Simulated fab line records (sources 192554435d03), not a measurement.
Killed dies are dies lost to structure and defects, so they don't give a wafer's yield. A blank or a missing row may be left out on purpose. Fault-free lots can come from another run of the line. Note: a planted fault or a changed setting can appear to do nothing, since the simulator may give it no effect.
8D (eight disciplines) problem report, filled in by code || flow n5Finfet || the parts of the form that need people (team, actions taken, sign-off) are left out

1. THE PROBLEM
Across 6 wafers from 2 lots, M6_OVL at N5_BEOL_M6_OVL_MEAS_12 averages 14.4 nm, while fault-free wafers read 0.1 nm with a standard deviation of 0.63. That is +23 standard deviations from the usual mean.
The first sign was on wafer L620.1 at day 10 13:41, on overlay-01. The record has a number at this step for 29 wafers belonging to 10 lots. Rule for "out", or "out of limits": more than 4 standard deviations from the usual mean. All remaining wafers that have a number are taken as sound.

2. WHAT IT IS; WHAT IT IS NOT
{"question": "which readings at this step", "is": "M6_OVL", "is not": "-"}
{"question": "which lots", "is": "L620, L624", "is not": "L612, L613, L614, L617, L626, L628, L630, L633"}
{"question": "which wafers of those lots", "is": "all that have a number", "is not": "-"}
{"question": "read on which gauges", "is": "overlay-01, overlay-02", "is not": "-"}
{"question": "when", "is": "from day 10 13:41", "is not": "up to then (12 sound wafers); but 11 sound wafers of L626, L628, L630, L633 came after"}

3. THE SUSPECTS, EACH WITH WHAT RULES IT OUT
Counting: a tool stays on the suspect list if, at a process step up to the reading, it processed all lots that are out and no sound lot following the first of them.
- the gauge at N5_BEOL_M6_OVL_MEAS_12: ruled out. The wafers that are out were read on 2 gauges (overlay-01, overlay-02).
- arfiScanner-01 at N5_BEOL_M6_EXPOSE_08 (exposes mask M6): kept. All lots that are out passed through it, beginning with L620 at day 10 13:32, and no sound lot followed; its final sound lot before that point was L614 at day 9 18:06.
Left after counting: arfiScanner-01 at N5_BEOL_M6_EXPOSE_08.

4. THE CAUSE (what the simulator had put in)
Scanner matching overlay: arfiScanner-01, from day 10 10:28 on, at N5_BEOL_M6_EXPOSE_08. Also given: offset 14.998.
The count eliminated every tool but this one.

5. THE CHAIN OF EFFECTS, in route order
Rows list readings where the struck wafers' mean (over those with a number) sits beyond 3 standard deviations from the usual. Readings are gone through only where the record gives a usual standard deviation; hours: the median, over the lots, of the time from a lot's start at the first step in this table giving one to that lot's start at this step; sigmas: the change measured in usual standard deviations.
{"hours": 0, "step": "N5_BEOL_M6_OVL_MEAS_12", "reading": "M6_OVL", "usual": "0.1 nm", "on struck wafers": 14.4, "change": "+14.3", "sigmas": "+23"}
{"hours": 97, "step": "N5_PASSIVATION_PROBE_49", "reading": "defectLimitedYield", "usual": "91.3 %", "on struck wafers": 63.3, "change": -28.0, "sigmas": -19}
{"hours": 97, "step": "N5_PASSIVATION_PROBE_49", "reading": "killed_at_M4_up", "usual": 14, "on struck wafers": 340, "change": "+326", "sigmas": "+64"}
{"hours": 97, "step": "N5_PASSIVATION_PROBE_49", "reading": "killedDies", "usual": 103, "on struck wafers": 433, "change": "+330", "sigmas": "+18"}
{"hours": 97, "step": "N5_PASSIVATION_PROBE_49", "reading": "killedOnRim", "usual": 14, "on struck wafers": 54, "change": "+40", "sigmas": "+9.0"}
{"hours": 97, "step": "N5_PASSIVATION_PROBE_49", "reading": "sort_bin_5_function", "usual": "5.1 %", "on struck wafers": 18.4, "change": "+13.3", "sigmas": "+13"}
{"hours": 97, "step": "N5_PASSIVATION_PROBE_49", "reading": "sortNPass", "usual": 1077, "on struck wafers": 747, "change": -330, "sigmas": -18}
{"hours": 97, "step": "N5_PASSIVATION_PROBE_49", "reading": "sortYieldPct", "usual": "91.3 %", "on struck wafers": 63.3, "change": -28.0, "sigmas": -19}
Here are the process steps it includes:
- N5_PASSIVATION_PROBE_49

6. WHAT WOULD HAVE CAUGHT IT SOONER
Counted from the fault's start at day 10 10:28, it took 3 hours until the first out-of-limits reading at a measuring or inspecting step in this record, taken at day 10 13:41.
Of the lots that are out (2), L624 began N5_BEOL_M6_EXPOSE_08 on arfiScanner-01 after day 10 13:41. Putting the tool on hold at that point would have spared it.
